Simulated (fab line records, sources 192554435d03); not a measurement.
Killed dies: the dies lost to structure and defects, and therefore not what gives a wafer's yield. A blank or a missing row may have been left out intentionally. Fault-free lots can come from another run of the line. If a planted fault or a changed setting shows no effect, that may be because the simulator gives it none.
fab line records	flow n5Finfet
record lots=24	wafers=72	lastDay=18
route steps=1938 shown BEOL_M14@1748 BEOL_M15@1795
lots that met no fault: from a run of the same line without faults
startH: the number of hours between the record's first day and the start of the first shown wafer of the lot	waitH: hours from the lot's prior step to this one	" repeats the value in the row above	L1.1+2: one row covering several wafers at once	- no value present, or no start provided	* or withheld: withheld	< > ~ a bound
route shown NAME@n: names a module that has steps shown in the file, with the first one's number in the route	usual: mean and standard deviation over wafers with no fault	same: alike in all rows	chamber/n: place in a boat	sites: each site's reading	_std_site: the standard deviation of these	_edge_site: outer sites' mean less inner sites'	radiusMm: for every site, how far away it sits from the centre of the wafer	mask NAME#n: copy n	behind: the tool/chamber that last shaped the wafer	hold: what put the lot on hold/how long, in hours/how the hold closed	device: names the non-switching transistor (n, p or np)	end of line: tests of these same wafers at the route's end	a step without rows: its recipe alone	killed: at the first sort, the dies lost to defects and structure; wafer yield is something else	map: a wafer's dies, marking killed ones x, the rest . and places with no die _
set.NAME: setting as actually run; set.NAME@STEP: the setting as run at that earlier step	model.NAME: the simulator's own value behind a step, which no gauge read
the route's steps for a sample of lots (tables are steps, rows are wafers)
services: a tool's chamber out of use, with start hour (startH, from the record's first day; less than 0 if before it), hours out, and reason
## steps
# step N5_BEOL_M14_INSPECT_30
# recipe mode=adi	inspectInstrument=macro
# usual rawDefectCount=2.2/1.4
lot.wafer	tool	chamber	startH	waitH	rawDefectCount
L074.1	defectInspect-01	-	262.93	0.0	1
L074.3	"	-	"	"	0
L074.5	"	-	"	"	1
L075.3	defectInspect-02	-	272.29	0.0	2
L075.4	"	-	"	"	4
L075.6	"	-	"	"	2
L077.1	defectInspect-01	-	278.50	0.0	3
L077.3	"	-	"	"	3
L077.5	"	-	"	"	3
L076.1	defectInspect-02	-	282.80	0.0	1
L076.3	"	-	"	"	5
L076.6	"	-	"	"	2
L079.3	defectInspect-02	-	287.86	0.0	2
L079.4	"	-	"	"	2
L079.6	"	-	"	"	2
L078.2	defectInspect-01	-	298.14	0.0	3
L078.4	"	-	"	"	0
L078.5	"	-	"	"	4
L080.1	defectInspect-02	-	300.88	0.0	0
L080.2	"	-	"	"	5
L080.6	"	-	"	"	2
L081.2	defectInspect-01	-	307.28	0.0	2
L081.4	"	-	"	"	3
L081.5	"	-	"	"	2
L082.2	defectInspect-01	-	309.95	0.0	2
L082.4	"	-	"	"	2
L082.6	"	-	"	"	2
L083.2	defectInspect-01	-	317.91	0.0	2
L083.4	"	-	"	"	3
L083.5	"	-	"	"	1
L084.1	defectInspect-01	-	319.66	0.0	2
L084.3	"	-	"	"	0
L084.4	"	-	"	"	0
L085.3	defectInspect-02	-	335.23	0.0	1
L085.5	"	-	"	"	1
L085.6	"	-	"	"	6
L087.2	defectInspect-02	-	338.92	0.0	3
L087.4	"	-	"	"	3
L087.6	"	-	"	"	0
L088.2	defectInspect-02	-	338.96	0.0	5
L088.3	"	-	"	"	4
L088.5	"	-	"	"	2
L086.1	defectInspect-02	-	340.42	0.0	3
L086.2	"	-	"	"	6
L086.5	"	-	"	"	0
L089.2	defectInspect-02	-	347.33	0.0	1
L089.4	"	-	"	"	0
L089.6	"	-	"	"	1
L091.2	defectInspect-02	-	351.12	0.0	3
L091.4	"	-	"	"	0
L091.6	"	-	"	"	2
L090.1	defectInspect-01	-	357.15	0.0	1
L090.5	"	-	"	"	3
L090.6	"	-	"	"	4
L092.2	defectInspect-02	-	368.63	0.0	3
L092.5	"	-	"	"	4
L092.6	"	-	"	"	3
L093.3	defectInspect-02	-	369.58	0.0	1
L093.4	"	-	"	"	1
L093.5	"	-	"	"	3
L094.4	defectInspect-01	-	376.64	0.0	1
L094.5	"	-	"	"	3
L094.6	"	-	"	"	0
L095.1	defectInspect-01	-	384.79	0.0	1
L095.5	"	-	"	"	4
L095.6	"	-	"	"	1
L097.1	defectInspect-01	-	403.52	0.0	3
L097.4	"	-	"	"	2
L097.5	"	-	"	"	3
L096.1	defectInspect-01	-	411.41	0.0	2
L096.2	"	-	"	"	2
L096.3	"	-	"	"	4
# step N5_BEOL_M14_DEGAS_41
# recipe ambient=vacuum	tempC=300	timeS=60
# usual heaterPowerW=470/31
lot.wafer	tool	chamber	startH	waitH	heaterPowerW
L074.1	pvdSputter-02	-	272.57	0.4	463
L074.3	"	-	"	"	513
L074.5	"	-	"	"	459
L075.3	pvdSputter-02	-	275.11	0.6	506
L075.4	"	-	"	"	434
L075.6	"	-	"	"	470
L077.1	pvdSputter-03	-	282.79	0.3	467
L077.3	"	-	"	"	470
L077.5	"	-	"	"	458
L076.1	pvdSputter-03	-	284.39	0.7	450
L076.3	"	-	"	"	524
L076.6	"	-	"	"	495
L079.3	pvdSputter-02	-	296.99	0.4	430
L079.4	"	-	"	"	508
L079.6	"	-	"	"	454
L078.2	pvdSputter-01	-	302.78	0.2	527
L078.4	"	-	"	"	486
L078.5	"	-	"	"	474
L080.1	pvdSputter-03	-	302.86	0.2	474
L080.2	"	-	"	"	531
L080.6	"	-	"	"	433
L081.2	pvdSputter-03	-	309.14	0.2	462
L081.4	"	-	"	"	469
L081.5	"	-	"	"	483
L082.2	pvdSputter-01	-	311.69	0.4	468
L082.4	"	-	"	"	410
L082.6	"	-	"	"	525
L083.2	pvdSputter-01	-	321.11	0.2	492
L083.4	"	-	"	"	467
L083.5	"	-	"	"	413
L084.1	pvdSputter-02	-	321.29	0.4	440
L084.3	"	-	"	"	468
L084.4	"	-	"	"	510
L085.3	pvdSputter-01	-	336.67	0.1	486
L085.5	"	-	"	"	512
L085.6	"	-	"	"	462
L087.2	pvdSputter-02	-	340.36	0.3	471
L087.4	"	-	"	"	453
L087.6	"	-	"	"	459
L088.2	pvdSputter-02	-	343.14	0.5	431
L088.3	"	-	"	"	461
L088.5	"	-	"	"	478
L086.1	pvdSputter-02	-	344.04	0.4	504
L086.2	"	-	"	"	435
L086.5	"	-	"	"	458
L089.2	pvdSputter-03	-	348.82	0.5	462
L089.4	"	-	"	"	444
L089.6	"	-	"	"	505
L091.2	pvdSputter-03	-	355.41	0.4	479
L091.4	"	-	"	"	509
L091.6	"	-	"	"	516
L090.1	pvdSputter-02	-	359.29	0.4	513
L090.5	"	-	"	"	471
L090.6	"	-	"	"	448
L092.2	pvdSputter-03	-	372.42	0.7	465
L092.5	"	-	"	"	473
L092.6	"	-	"	"	433
L093.3	pvdSputter-01	-	374.15	0.3	475
L093.4	"	-	"	"	507
L093.5	"	-	"	"	406
L094.4	pvdSputter-03	-	379.84	2.0	467
L094.5	"	-	"	"	506
L094.6	"	-	"	"	472
L095.1	pvdSputter-01	-	385.73	0.0	470
L095.5	"	-	"	"	425
L095.6	"	-	"	"	507
L097.1	pvdSputter-01	-	407.16	0.3	479
L097.4	"	-	"	"	424
L097.5	"	-	"	"	404
L096.1	pvdSputter-02	-	416.50	0.2	455
L096.2	"	-	"	"	502
L096.3	"	-	"	"	436
# step N5_BEOL_M14_SPUTTER_43
# recipe material=TaN	targetThkA=150	tempC=50	biasV=168.6	powerW=15000	chamberPressurePa=0.12	timeS=24.19
# usual throttleValvePct=30.6/0.85
lot.wafer	tool	chamber	startH	waitH	throttleValvePct
L074.1	pvdSputter-02	-	272.65	0.0	30.7
L074.3	"	-	"	"	30.4
L074.5	"	-	"	"	30.9
L075.3	pvdSputter-02	-	275.19	0.0	30.4
L075.4	"	-	"	"	29.8
L075.6	"	-	"	"	30.7
L077.1	pvdSputter-03	-	282.87	0.0	29.0
L077.3	"	-	"	"	29.9
L077.5	"	-	"	"	29.6
L076.1	pvdSputter-03	-	284.47	0.0	31.0
L076.3	"	-	"	"	32.0
L076.6	"	-	"	"	32.0
L079.3	pvdSputter-02	-	297.07	0.0	29.7
L079.4	"	-	"	"	30.4
L079.6	"	-	"	"	30.4
L078.2	pvdSputter-01	-	302.86	0.0	29.8
L078.4	"	-	"	"	30.4
L078.5	"	-	"	"	31.1
L080.1	pvdSputter-03	-	302.94	0.0	29.6
L080.2	"	-	"	"	32.3
L080.6	"	-	"	"	31.1
L081.2	pvdSputter-03	-	309.22	0.0	29.0
L081.4	"	-	"	"	29.5
L081.5	"	-	"	"	29.2
L082.2	pvdSputter-01	-	311.77	0.0	31.3
L082.4	"	-	"	"	31.8
L082.6	"	-	"	"	30.3
L083.2	pvdSputter-01	-	321.19	0.0	30.3
L083.4	"	-	"	"	31.2
L083.5	"	-	"	"	31.7
L084.1	pvdSputter-02	-	321.37	0.0	29.8
L084.3	"	-	"	"	30.4
L084.4	"	-	"	"	30.5
L085.3	pvdSputter-01	-	336.75	0.0	30.6
L085.5	"	-	"	"	30.2
L085.6	"	-	"	"	31.2
L087.2	pvdSputter-02	-	340.44	0.0	30.4
L087.4	"	-	"	"	30.5
L087.6	"	-	"	"	30.5
L088.2	pvdSputter-02	-	343.22	0.0	29.7
L088.3	"	-	"	"	30.7
L088.5	"	-	"	"	30.5
L086.1	pvdSputter-02	-	344.12	0.0	30.3
L086.2	"	-	"	"	29.8
L086.5	"	-	"	"	30.7
L089.2	pvdSputter-03	-	348.90	0.0	28.8
L089.4	"	-	"	"	31.1
L089.6	"	-	"	"	32.0
L091.2	pvdSputter-03	-	355.49	0.0	29.1
L091.4	"	-	"	"	32.0
L091.6	"	-	"	"	31.9
L090.1	pvdSputter-02	-	359.38	0.0	30.4
L090.5	"	-	"	"	30.7
L090.6	"	-	"	"	30.6
L092.2	pvdSputter-03	-	372.50	0.0	29.2
L092.5	"	-	"	"	29.0
L092.6	"	-	"	"	31.2
L093.3	pvdSputter-01	-	374.23	0.0	31.3
L093.4	"	-	"	"	30.4
L093.5	"	-	"	"	31.6
L094.4	pvdSputter-03	-	379.92	0.0	28.8
L094.5	"	-	"	"	32.2
L094.6	"	-	"	"	29.9
L095.1	pvdSputter-01	-	385.81	0.0	31.4
L095.5	"	-	"	"	32.0
L095.6	"	-	"	"	29.9
L097.1	pvdSputter-01	-	407.24	0.0	31.2
L097.4	"	-	"	"	31.7
L097.5	"	-	"	"	31.7
L096.1	pvdSputter-02	-	416.58	0.0	30.5
L096.2	"	-	"	"	30.3
L096.3	"	-	"	"	29.8
# step N5_BEOL_M15_ETCH_57
# recipe chemistry=N2/H2	target=SOC	sourceW=3000	biasW=350	timeS=750	ionEnergyEv=200	pressureMtorr=30	n2FlowSccm=200	h2FlowSccm=200
# usual drypumpMotorCurrentA=5.5/0.48	h2FlowSccm=199.9/0.57	oesProductAu=0.81/0.079	rfVppV=523.3/2.6	showerheadPlenumPTorr=2.52/0.097	throttleValvePct=17.8/0.3
lot.wafer	tool	chamber	startH	waitH	drypumpMotorCurrentA	h2FlowSccm	oesProductAu	rfHoursCounterH	rfVppV	showerheadPlenumPTorr	throttleValvePct
L074.1	rieDiel-02	1	275.27	-	5.9	200.5	0.82	98	521.0	2.45	17.4
L074.3	"	3	"	"	5.1	199.9	0.75	157	522.8	2.42	18.1
L074.5	"	3	"	"	5.0	198.8	0.75	-	520.4	2.42	18.1
L075.3	rieDiel-04	0	277.93	-	5.6	200.0	0.89	19	521.6	2.49	17.9
L075.4	"	3	"	"	5.3	199.4	0.69	-	525.7	2.64	17.9
L075.6	"	0	"	"	5.6	199.1	0.90	-	522.3	2.49	17.9
L077.1	rieDiel-06	2	285.72	-	4.8	200.9	0.87	34	526.0	2.60	17.5
L077.3	"	3	"	"	5.3	200.4	0.71	207	521.1	2.42	18.3
L077.5	"	3	"	"	5.3	199.7	0.71	-	520.0	2.42	18.2
L076.1	rieDiel-02	3	287.82	-	5.0	200.6	0.75	162	521.9	2.42	18.1
L076.3	"	1	"	"	5.9	200.3	0.80	103	521.7	2.45	17.5
L076.6	"	0	"	"	6.0	199.7	0.72	-	523.4	2.49	18.1
L079.3	rieDiel-06	0	299.70	-	5.4	200.2	0.80	98	522.0	2.46	18.1
L079.4	"	2	"	"	4.8	198.8	0.86	38	525.2	2.60	17.5
L079.6	"	0	"	"	5.3	200.2	0.80	-	521.5	2.46	18.1
L078.2	rieDiel-06	2	305.60	-	4.8	200.4	0.87	40	525.0	2.59	17.5
L078.4	"	3	"	"	5.3	200.1	0.70	213	520.5	2.42	18.3
L078.5	"	1	"	"	5.2	199.8	0.91	-	528.6	2.72	17.6
L080.1	rieDiel-06	0	306.56	-	5.3	199.3	0.79	101	520.2	2.46	18.1
L080.2	"	2	"	"	4.8	200.7	0.86	41	525.8	2.59	17.5
L080.6	"	3	"	"	5.3	200.4	0.70	-	518.9	2.42	18.3
L081.2	rieDiel-06	1	312.27	-	5.1	199.1	0.92	26	529.1	2.72	17.6
L081.4	"	2	"	"	4.8	199.8	0.85	43	525.0	2.59	17.5
L081.5	"	0	"	"	5.3	199.8	0.79	-	521.1	2.46	18.1
L082.2	rieDiel-02	2	314.26	-	5.8	200.5	0.94	11	521.5	2.51	17.4
L082.4	"	0	"	"	6.0	201.2	0.72	217	524.1	2.49	18.1
L082.6	"	3	"	"	5.1	199.9	0.74	-	520.1	2.42	18.1
L083.2	rieDiel-02	3	323.79	-	5.0	199.3	0.74	173	521.9	2.41	18.1
L083.4	"	1	"	"	5.9	200.3	0.80	115	520.7	2.44	17.5
L083.5	"	0	"	"	6.0	200.1	0.73	-	524.5	2.49	18.1
L084.1	rieDiel-06	3	324.14	-	5.3	199.7	0.70	220	519.8	2.41	18.3
L084.3	"	1	"	"	5.2	200.8	0.90	30	527.6	2.72	17.6
L084.4	"	0	"	"	5.3	200.1	0.78	108	521.3	2.46	18.1
L085.3	rieDiel-06	3	339.68	-	5.3	199.4	0.70	225	520.3	2.41	18.3
L085.5	"	2	"	"	4.9	198.8	0.86	-	525.1	2.59	17.5
L085.6	"	1	"	"	5.1	200.8	0.90	-	527.8	2.72	17.6
L087.2	rieDiel-04	1	343.24	-	6.5	200.1	0.74	160	524.1	2.54	17.5
L087.4	"	1	"	"	6.5	199.5	0.74	-	522.5	2.53	17.5
L087.6	"	0	"	"	5.6	200.8	0.85	-	522.4	2.48	18.0
L088.2	rieDiel-04	0	345.92	-	5.6	200.0	0.86	44	523.0	2.48	18.0
L088.3	"	1	"	"	6.5	199.3	0.75	162	524.6	2.53	17.5
L088.5	"	1	"	"	6.5	199.0	0.75	-	525.8	2.53	17.5
L086.1	rieDiel-04	2	346.73	-	6.1	199.5	0.91	15	525.0	2.62	17.9
L086.2	"	0	"	"	5.6	199.3	0.85	45	521.6	2.48	18.0
L086.5	"	0	"	"	5.6	199.4	0.85	-	522.4	2.48	18.0
L089.2	rieDiel-02	0	351.40	-	5.9	200.3	0.72	229	522.8	2.48	18.1
L089.4	"	2	"	"	5.8	199.6	0.91	22	523.3	2.51	17.4
L089.6	"	3	"	"	5.1	200.1	0.74	-	520.1	2.41	18.2
L091.2	rieDiel-06	1	358.37	-	5.2	199.2	0.89	41	527.8	2.71	17.6
L091.4	"	2	"	"	4.8	201.0	0.84	-	524.1	2.59	17.5
L091.6	"	1	"	"	5.1	199.7	0.89	-	529.5	2.71	17.7
L090.1	rieDiel-06	1	362.33	-	5.1	200.3	0.89	43	529.1	2.71	17.7
L090.5	"	1	"	"	5.1	200.0	0.89	-	528.0	2.71	17.7
L090.6	"	2	"	"	4.9	199.7	0.84	-	526.6	2.59	17.5
L092.2	rieDiel-06	3	375.18	-	5.3	201.0	0.68	229	519.9	2.41	18.3
L092.5	"	3	"	"	5.3	200.1	0.69	-	520.3	2.41	18.3
L092.6	"	0	"	"	5.3	200.2	0.77	-	521.9	2.45	18.1
L093.3	rieDiel-02	1	376.98	-	5.9	200.3	0.78	130	521.1	2.44	17.5
L093.4	"	0	"	"	5.9	200.3	0.71	236	520.8	2.48	18.1
L093.5	"	2	"	"	5.8	199.4	0.90	-	523.2	2.51	17.4
L094.4	rieDiel-04	1	382.53	-	6.5	199.9	0.72	175	524.4	2.53	17.6
L094.5	"	3	"	"	5.3	200.7	0.94	-	524.3	2.63	17.5
L094.6	"	0	"	"	5.6	199.2	0.84	-	521.1	2.48	18.0
L095.1	rieDiel-02	0	388.43	-	6.0	200.3	0.71	239	523.9	2.48	18.1
L095.5	"	1	"	"	5.9	198.6	0.78	-	521.4	2.43	17.5
L095.6	"	2	"	"	5.8	200.4	0.89	-	522.8	2.50	17.4
L097.1	rieDiel-02	3	410.66	-	5.1	199.2	0.73	197	519.1	2.41	18.2
L097.4	"	0	"	"	6.0	200.4	0.71	245	522.9	2.48	18.2
L097.5	"	3	"	"	5.1	199.5	0.73	-	520.2	2.41	18.2
L096.1	rieDiel-06	1	419.08	-	5.2	200.0	0.87	52	527.5	2.71	17.7
L096.2	"	2	"	"	4.8	200.5	0.81	81	525.2	2.58	17.6
L096.3	"	3	"	"	5.3	200.0	0.68	244	519.0	2.40	18.3
# step N5_BEOL_M15_INSPECT_30
# recipe mode=adi	inspectInstrument=macro
# usual rawDefectCount=1.9/1.4
lot.wafer	tool	chamber	startH	waitH	rawDefectCount
L074.1	defectInspect-02	-	276.09	0.0	3
L074.3	"	-	"	"	2
L074.5	"	-	"	"	3
L075.3	defectInspect-02	-	278.88	0.0	0
L075.4	"	-	"	"	4
L075.6	"	-	"	"	2
L077.1	defectInspect-01	-	286.68	0.0	1
L077.3	"	-	"	"	1
L077.5	"	-	"	"	0
L076.1	defectInspect-02	-	288.78	0.0	2
L076.3	"	-	"	"	6
L076.6	"	-	"	"	3
L079.3	defectInspect-01	-	300.53	0.0	0
L079.4	"	-	"	"	1
L079.6	"	-	"	"	1
L078.2	defectInspect-02	-	306.42	0.0	3
L078.4	"	-	"	"	3
L078.5	"	-	"	"	2
L080.1	defectInspect-01	-	307.39	0.0	1
L080.2	"	-	"	"	3
L080.6	"	-	"	"	1
L081.2	defectInspect-02	-	313.10	0.0	3
L081.4	"	-	"	"	3
L081.5	"	-	"	"	0
L082.2	defectInspect-02	-	315.21	0.0	4
L082.4	"	-	"	"	4
L082.6	"	-	"	"	1
L083.2	defectInspect-02	-	324.63	0.0	1
L083.4	"	-	"	"	3
L083.5	"	-	"	"	2
L084.1	defectInspect-02	-	324.97	0.0	0
L084.3	"	-	"	"	2
L084.4	"	-	"	"	0
L085.3	defectInspect-02	-	340.54	0.0	0
L085.5	"	-	"	"	0
L085.6	"	-	"	"	0
L087.2	defectInspect-02	-	344.06	0.0	4
L087.4	"	-	"	"	2
L087.6	"	-	"	"	2
L088.2	defectInspect-02	-	346.75	0.0	3
L088.3	"	-	"	"	0
L088.5	"	-	"	"	1
L086.1	defectInspect-02	-	347.56	0.0	0
L086.2	"	-	"	"	1
L086.5	"	-	"	"	0
L089.2	defectInspect-01	-	352.23	0.0	2
L089.4	"	-	"	"	1
L089.6	"	-	"	"	1
L091.2	defectInspect-01	-	359.20	0.0	2
L091.4	"	-	"	"	2
L091.6	"	-	"	"	3
L090.1	defectInspect-02	-	363.41	0.0	3
L090.5	"	-	"	"	2
L090.6	"	-	"	"	2
L092.2	defectInspect-02	-	376.20	0.0	4
L092.5	"	-	"	"	4
L092.6	"	-	"	"	0
L093.3	defectInspect-02	-	377.93	0.0	1
L093.4	"	-	"	"	2
L093.5	"	-	"	"	4
L094.4	defectInspect-02	-	383.49	0.0	1
L094.5	"	-	"	"	2
L094.6	"	-	"	"	2
L095.1	defectInspect-01	-	389.26	0.0	2
L095.5	"	-	"	"	2
L095.6	"	-	"	"	3
L097.1	defectInspect-01	-	411.49	0.0	0
L097.4	"	-	"	"	1
L097.5	"	-	"	"	1
L096.1	defectInspect-01	-	420.04	0.0	1
L096.2	"	-	"	"	1
L096.3	"	-	"	"	2
# step N5_BEOL_M15_PRE_CLEAN_42
# recipe gas=H2/He	timeS=30	tempC=300
# usual heaterPowerW=470/33
lot.wafer	tool	chamber	startH	waitH	heaterPowerW
L074.1	pvdSputter-02	-	279.33	0.0	519
L074.3	"	-	"	"	431
L074.5	"	-	"	"	468
L075.3	pvdSputter-01	-	285.20	0.0	476
L075.4	"	-	"	"	522
L075.6	"	-	"	"	509
L077.1	pvdSputter-03	-	290.05	0.0	470
L077.3	"	-	"	"	517
L077.5	"	-	"	"	474
L076.1	pvdSputter-01	-	293.19	0.0	527
L076.3	"	-	"	"	470
L076.6	"	-	"	"	422
L079.3	pvdSputter-02	-	302.88	0.0	462
L079.4	"	-	"	"	465
L079.6	"	-	"	"	467
L078.2	pvdSputter-01	-	307.68	0.0	518
L078.4	"	-	"	"	409
L078.5	"	-	"	"	422
L080.1	pvdSputter-01	-	308.67	0.0	515
L080.2	"	-	"	"	411
L080.6	"	-	"	"	403
L081.2	pvdSputter-01	-	316.56	0.0	414
L081.4	"	-	"	"	519
L081.5	"	-	"	"	407
L082.2	pvdSputter-03	-	316.68	0.0	438
L082.4	"	-	"	"	477
L082.6	"	-	"	"	510
L083.2	pvdSputter-01	-	326.19	0.0	512
L083.4	"	-	"	"	420
L083.5	"	-	"	"	408
L084.1	pvdSputter-03	-	326.92	0.0	474
L084.3	"	-	"	"	471
L084.4	"	-	"	"	502
L085.3	pvdSputter-02	-	342.60	0.0	474
L085.5	"	-	"	"	439
L085.6	"	-	"	"	464
L087.2	pvdSputter-03	-	345.68	0.0	468
L087.4	"	-	"	"	428
L087.6	"	-	"	"	475
L088.2	pvdSputter-01	-	348.90	0.0	418
L088.3	"	-	"	"	460
L088.5	"	-	"	"	499
L086.1	pvdSputter-03	-	354.49	0.0	435
L086.2	"	-	"	"	466
L086.5	"	-	"	"	464
L089.2	pvdSputter-03	-	356.07	0.0	464
L089.4	"	-	"	"	510
L089.6	"	-	"	"	439
L091.2	pvdSputter-02	-	362.44	0.0	463
L091.4	"	-	"	"	504
L091.6	"	-	"	"	453
L090.1	pvdSputter-01	-	365.48	0.0	474
L090.5	"	-	"	"	515
L090.6	"	-	"	"	479
L092.2	pvdSputter-03	-	377.31	0.0	443
L092.5	"	-	"	"	516
L092.6	"	-	"	"	436
L093.3	pvdSputter-03	-	380.88	0.0	465
L093.4	"	-	"	"	530
L093.5	"	-	"	"	452
L094.4	pvdSputter-02	-	385.05	0.0	476
L094.5	"	-	"	"	469
L094.6	"	-	"	"	435
L095.1	pvdSputter-01	-	390.73	0.0	480
L095.5	"	-	"	"	492
L095.6	"	-	"	"	427
L097.1	pvdSputter-03	-	415.52	0.0	438
L097.4	"	-	"	"	468
L097.5	"	-	"	"	493
L096.1	pvdSputter-03	-	422.31	0.0	463
L096.2	"	-	"	"	470
L096.3	"	-	"	"	496
## services
tool	chamber	startH	hours	kind
rieDiel-02	2	249.10	3.6	repair
rieDiel-02	2	265.88	-	clean
rieDiel-02	2	265.88	-	consumableReplace:focusRing
rieDiel-02	2	265.88	14.2	scheduledDown
rieDiel-02	2	265.88	14.2	ventCycle
rieDiel-06	-	266.11	2.8	pm
rieDiel-04	0	266.58	4.5	repair
rieDiel-04	2	276.19	-	clean
rieDiel-04	2	276.19	-	consumableReplace:focusRing
rieDiel-04	2	276.19	25.5	scheduledDown
rieDiel-04	2	276.19	25.5	ventCycle
pvdSputter-02	-	288.91	7.9	repair
pvdSputter-02	-	303.50	6.2	repair
rieDiel-06	3	330.98	3.6	repair
rieDiel-04	3	338.27	-	clean
rieDiel-04	3	338.27	-	consumableReplace:focusRing
rieDiel-04	3	338.27	27.4	scheduledDown
rieDiel-04	3	338.27	27.4	ventCycle
rieDiel-06	3	344.09	19.8	repair
rieDiel-06	0	359.62	9.0	repair
rieDiel-06	1	372.98	32.4	repair
rieDiel-06	0	375.92	6.5	repair
rieDiel-04	1	393.86	2.4	repair
rieDiel-06	0	417.59	3.8	repair
## key
fault none
